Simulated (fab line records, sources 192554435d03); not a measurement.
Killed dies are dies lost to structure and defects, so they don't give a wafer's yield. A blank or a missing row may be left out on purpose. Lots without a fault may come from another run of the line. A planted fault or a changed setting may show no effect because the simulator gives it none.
A struck lot beside a sound one | flow n5_finfet | 14 steps out of a route of 1938
Sound: wafers L541.1, L541.4, L541.6. Struck: wafer L546.1. (L546.3 of the same lot was not struck and is left out.) The cause comes at the end.
At each step with rows: each side's tool, then ch and its chambers, then its first start. Under that, the readings that differ: sound wafers | struck wafers | difference of the means | sigmas: that difference in standard deviations of wafers without a fault.
alike: readings whose means differ by less than 2 such deviations, and words and numbers that are the same on both sides. not compared: withheld readings, readings that some wafer has no value for, bounds like >300 that may hide the same value, and numbers for which the record gives no deviation and whose values overlap.
The two part at a step that has a row with sigmas, a row that says differs or no value, or rows on one side only. Numbers that don't overlap but have no deviation are shown without sigmas and don't part them. A reading that every wafer of one side lacks parts them only if that side has two wafers or more.

first, 1 step without rows for these wafers: N5_BEOL_M12_HARDBAKE_32 (time 120 s).
N5_BEOL_M12_CD_MEAS_28: target cd 160.2 nm.
  sound on cd_sem-02 ch 0, day 11 02:59; struck on cd_sem-03 ch 0, day 11 23:55
  alike: cd_nm
N5_BEOL_M12_OVL_MEAS_29:
  sound on overlay-01 ch 0, day 11 03:01; struck on overlay-02 ch 0, day 11 23:56
  alike: M12_OVL
N5_BEOL_M12_INSPECT_30: inspects for defects (macro).
  sound on defect_inspect-01, day 11 03:03; struck on defect_inspect-02, day 11 23:58
  alike: raw_defect_count
N5_BEOL_M12_DESCUM_33: chemistry O2, time 7.9 s.
  sound on rie_diel-01 ch 0,1,2, day 11 03:23; struck on rie_diel-05 ch 3, day 12 00:00
  alike: drypump_motor_current_A, o2_flow_sccm, oes_product_au, rf_vpp_V, showerhead_plenum_p_Torr, throttle_valve_pct
  not compared: rf_hours_counter_h
N5_BEOL_M12_ETCH_67: etches SiARC in CF4, target depth 143 nm, time 238.3 s.
  sound on rie_diel-01 ch 0,1,2, day 11 03:26; struck on rie_diel-05 ch 3, day 12 00:02
  alike: drypump_motor_current_A, etch_rf_on_time_s, oes_product_au, rf_vpp_V, showerhead_plenum_p_Torr, throttle_valve_pct
  not compared: rf_hours_counter_h
N5_BEOL_M12_ETCH_68: etches SOC in N2/H2, time 285 s.
  sound on rie_diel-01 ch 0,1,2, day 11 03:35; struck on rie_diel-05 ch 3, day 12 00:11
  alike: drypump_motor_current_A, oes_product_au, rf_vpp_V, showerhead_plenum_p_Torr, throttle_valve_pct
  not compared: rf_hours_counter_h
then, 1 step without rows for these wafers: N5_BEOL_M12_STRIP_69 (strips in N2/H2).
N5_BEOL_M12_TRENCH_ETCH_34: etches SiOC in C4F8/O2/Ar, target depth 318.95 nm, time 125.5 s.
  sound on rie_diel-01 ch 0,1,2, day 11 03:46; struck on rie_diel-05 ch 3, day 12 00:22
  alike: drypump_motor_current_A, oes_product_au, rf_vpp_V, showerhead_plenum_p_Torr, throttle_valve_pct
  not compared: rf_hours_counter_h
then, 1 step without rows for these wafers: N5_BEOL_M12_STRIP_70 (strips in C4F8/O2/Ar).
N5_BEOL_M12_OCD_MEAS_35:
  sound on ocd-01, day 11 03:55; struck on ocd-02, day 12 00:31
  alike: trench_depth_nm
N5_BEOL_M12_STRIP_37: strips in N2/H2.
  sound on plasma_asher-01 ch 1, day 11 03:57; struck on plasma_asher-01 ch 0, day 12 00:33
  reading                     | sound          | struck | difference | sigmas
  drypump_motor_current_A (A) | 5.74 5.76 5.72 | 6.27   | +0.53      | +2
  alike: heater_power_w, oes_product_au
  not compared: rf_hours_counter_h
N5_BEOL_M12_ETCH_38: etches SiCN in CF4/N2, target depth 68.7 nm, time 73.4 s.
  sound on rie_diel-02 ch 1,2,3, day 11 04:14; struck on rie_diel-02 ch 2, day 12 01:09
  reading                  | sound             | struck | difference | sigmas
  model.etch.depth_nm (nm) | 58.73 60.47 57.79 | 52.51  | -6.49      |
  alike: drypump_motor_current_A, oes_product_au, rf_vpp_V, showerhead_plenum_p_Torr, throttle_valve_pct
  not compared: rf_hours_counter_h
then, 1 step without rows for these wafers: N5_BEOL_M12_PRECLEAN_39 (cleans in residue remover, time 60 s).

WHERE THEY PART
Only at N5_BEOL_M12_STRIP_37, within this record. Later steps at which nothing parts them and some readings are alike: N5_BEOL_M12_ETCH_38.

WHY: what the simulator had put in
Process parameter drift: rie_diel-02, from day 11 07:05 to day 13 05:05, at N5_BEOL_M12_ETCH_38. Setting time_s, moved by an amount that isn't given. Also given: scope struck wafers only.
